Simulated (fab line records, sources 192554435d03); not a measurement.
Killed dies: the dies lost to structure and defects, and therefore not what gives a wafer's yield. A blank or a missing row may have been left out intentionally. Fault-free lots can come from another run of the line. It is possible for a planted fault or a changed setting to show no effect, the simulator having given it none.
Struck lot and sound lot, side by side    flow n5_finfet    18 steps out of a route of 1938
Sound: wafers L167.1, L167.4, L167.6. Struck: wafers L156.2, L156.4, L156.6. The cause is named last.
At each step with rows: each side's tool, then ch and its chambers, then its first start. Under that, the readings that differ: sound wafers    struck wafers    difference of the means    sigmas: that difference in standard deviations of wafers without a fault.
alike: words and numbers the same on both sides, and readings whose means are apart by under 2 such deviations; not compared: readings that were withheld, readings missing a value for some wafer, numbers with overlapping values and no deviation given by the record, and bounds like >300 which may hide the same value.
Wherever a step has rows on one side only, a row that says differs or no value, or a row with sigmas, the two part there. Numbers that have no deviation but don't overlap get no sigmas and don't part them. A reading missing from all wafers of one side parts the sides only when that side holds two or more wafers.

first, 10 steps without rows for these wafers: N5_ZERO_LAYER_HARDBAKE_23 (time 120 s); N5_ZERO_LAYER_DESCUM_16 (chemistry O2, time 7.9 s); N5_ZERO_LAYER_ETCH_17 (etches SiO2 in CF4, target depth 12 nm, time 13.3 s); N5_ZERO_LAYER_ETCH_18 (etches Si in HBr/Cl2, target depth 120 nm, time 40 s); N5_ZERO_LAYER_STRIP_24 (strips in O2); N5_ZERO_LAYER_STRIP_19 (strips in SPM, time 900 s); N5_WELL_APT_HMDS_01 (time 60 s); N5_WELL_APT_COAT_02 (resist thk 950 nm); N5_WELL_APT_EBR_04; N5_WELL_APT_SOFTBAKE_03 (time 60 s).
N5_WELL_APT_EXPOSE_05: exposes mask NWELL, defocus 0 nm, target cd 200 nm.
  sound on krf_scanner-02 ch 0, day 6 13:38; struck on krf_scanner-02, day 3 19:44
  no value came back on the struck wafers for exposure_dose_mJ_cm2, focus_offset_nm (nm), na; on the sound wafers exposure_dose_mJ_cm2 reads 20.316 20.302 20.269
  alike: mask
then, 3 steps without rows for these wafers: N5_WELL_APT_PEB_06 (peb time 90 s); N5_WELL_APT_DEVELOP_07 (develop time 45 s); N5_WELL_APT_HARDBAKE_12 (time 120 s).
N5_WELL_APT_CD_MEAS_08 targets a cd of 200 nm.
  sound on cd_sem-03 ch 0, day 6 13:49; struck on cd_sem-02 ch 0, day 3 19:54
reading     sound              struck  difference                     sigmas
cd_nm (nm)  198.2 198.3 198.0  - - -   no value on the struck wafers  
N5_WELL_APT_OVL_MEAS_09:
  sound on overlay-01 ch 0, day 6 13:50; struck on overlay-02 ch 0, day 3 19:56
reading         sound   struck  difference                     sigmas
NWELL_OVL (nm)  5 -5 6  - - -   no value on the struck wafers  
N5_BEOL_M4_RC_MEAS_101:
  the record has rows for the sound wafers here (prober-02 ch 0, day 12 22:10) and none for the struck ones
-- the record jumps here: 11 days lie between the struck wafers' starts before and after (it left off in module BEOL_M4 and takes up again in module PASSIVATION, whose first step shown is number 1936 of the route) --
N5_PASSIVATION_PROBE_49:
  sound on prober-02 at day 17 13:56; struck on prober-01 at day 15 02:11
reading                   sound           struck          difference  sigmas
defect_limited_yield (%)  89.7 89.5 88.1  0 0 0           -89         -59
killed_at_contacts        29 28 21        8 14 7          -16         -3
killed_at_front_end       48 48 64        1126 1107 1133  +1069       +89
killed_dies               122 124 140     1180 1180 1180  +1051       +58
killed_on_rim             18 15 19        152 152 152     +135        +35
sort_bin_5_function (%)   5.7 5.6 6.8     96.9 95.9 96.4  +90.4       +95
sort_n_pass               1058 1056 1040  0 0 0           -1051       -58
sort_yield_pct (%)        89.7 89.5 88.1  0 0 0           -89         -59
  alike: killed_at_M0_to_M3, killed_at_M4_up, killed_at_other, killed_open, killed_short, sort_bin_6_memory

== WHERE THEY PART ==
Last at N5_PASSIVATION_PROBE_49 as far as this record goes, first at N5_WELL_APT_EXPOSE_05.

WHY: whatever the simulator had introduced
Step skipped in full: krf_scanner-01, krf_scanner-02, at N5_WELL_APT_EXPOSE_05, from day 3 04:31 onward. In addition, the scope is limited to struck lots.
